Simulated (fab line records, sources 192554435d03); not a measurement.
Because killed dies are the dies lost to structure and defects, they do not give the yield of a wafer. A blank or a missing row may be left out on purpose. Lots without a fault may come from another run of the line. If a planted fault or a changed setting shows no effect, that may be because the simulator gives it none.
Lot-split experiment ; flow n5Finfet ; route with 1938 steps; 7 lots, 21 wafers read

== ABOUT THE SPLIT ==
At N5_MIM_TOP_SPUTTER_03 (material TiN, target thk 35 nm, time 89.7 s), the setting timeS was moved away from the recipe's 89.7 s on 5 of the 21 wafers read, by -11.4% to +11.5%. All remaining wafers had this setting at the recipe value.

The reading comes from the split's own step.

== THE READING ==
TiN_of_MIM_TOP_SPUTTER_03.thkNm (the simulator's own value, which no gauge read), in nm, at N5_MIM_TOP_SPUTTER_03 (material TiN, target thk 35 nm, time 89.7 s). The file gives no usual value for it. The 16 wafers here that ran the recipe average 34.9 nm, standard deviation 0.39 nm.

wafer;tool, chamber at the split;timeS as run, s;against the recipe;TiN_of_MIM_TOP_SPUTTER_03.thkNm, nm;against lot-mates on the recipe
L076.3;pvdSputter-03, -;89.7;recipe;34.8;-
L076.4;pvdSputter-03, -;89.7;recipe;34.2;-
L076.6;pvdSputter-03, -;89.7;recipe;34.6;-
L080.1;pvdSputter-02, -;89.7;recipe;35.2;-
L080.5;pvdSputter-02, -;89.7;recipe;35.2;-
L080.4;pvdSputter-02, -;89.7;recipe;35.4;-
L077.1;pvdSputter-01, -;89.7;recipe;34.8;-
L077.2;pvdSputter-01, -;89.7;recipe;34.8;-
L077.6;pvdSputter-01, -;89.7;recipe;35.2;-
L079.2;pvdSputter-01, -;89.7;recipe;34.2;-
L079.4;pvdSputter-01, -;89.7;recipe;34.4;-
L079.6;pvdSputter-01, -;98.49;+9.8%;37.8;+3.5
L081.2;pvdSputter-01, -;89.7;recipe;34.8;-
L081.3;pvdSputter-01, -;99.98;+11.5%;39;+4.2
L081.6;pvdSputter-01, -;99.98;+11.5%;38.6;+3.8
L084.2;pvdSputter-02, -;89.7;recipe;35.4;-
L084.4;pvdSputter-02, -;89.7;recipe;35.2;-
L084.6;pvdSputter-02, -;89.7;recipe;35;-
L085.1;pvdSputter-02, -;79.5;-11.4%;30.6;-3.8
L085.3;pvdSputter-02, -;79.5;-11.4%;30.4;-4.0
L085.6;pvdSputter-02, -;89.7;recipe;34.4;-

FIT RESULTS
A straight line over all 21 wafers: TiN_of_MIM_TOP_SPUTTER_03.thkNm changes by +0.355 nm for each +1% of timeS; r = +0.98; the points scatter about the line by 0.39 nm.
The same after taking each lot's own level away (the mean of its wafers on the recipe; 21 wafers): +0.348 nm for each +1%; r = +1.00; scatter 0.17 nm.
On that fit, the largest move of timeS shifts the reading by 4 nm.
Across the lots, their own levels run from 34.30 to 35.27 nm, a range of 2.5 times the standard deviation given above.
The two slopes are in agreement: the lot-to-lot level therefore moves the slope only a little.
Check: with one of the wafers moved furthest among these (+11.5%) left out of the fit, the line predicts +3.93 nm for it against its lot-mates. It came out at +4.2 nm against them.

== OTHER SPLITS APPLIED TO THESE WAFERS ==
These wafers also went through other splits before the reading. Each is held against what the fit with the lots' levels taken away leaves over:
other split on the same wafers;wafers away from the commonest value;r with TiN_of_MIM_TOP_SPUTTER_03.thkNm (lot level and that fit taken away)
N5_BEOL_M12_SPUTTER_45 timeS;10;-0.11
N5_BEOL_M13_SPUTTER_43 timeS;11;+0.19
N5_BEOL_M15_PEB_26 pebTimeS;9;-0.06
N5_BEOL_M15_DEP_53 timeS;10;-0.08

== FILE'S OWN FIT ==
TiN_of_MIM_TOP_SPUTTER_03.thkNm changes by +0.349 nm for each +1% of timeS, r = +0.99.
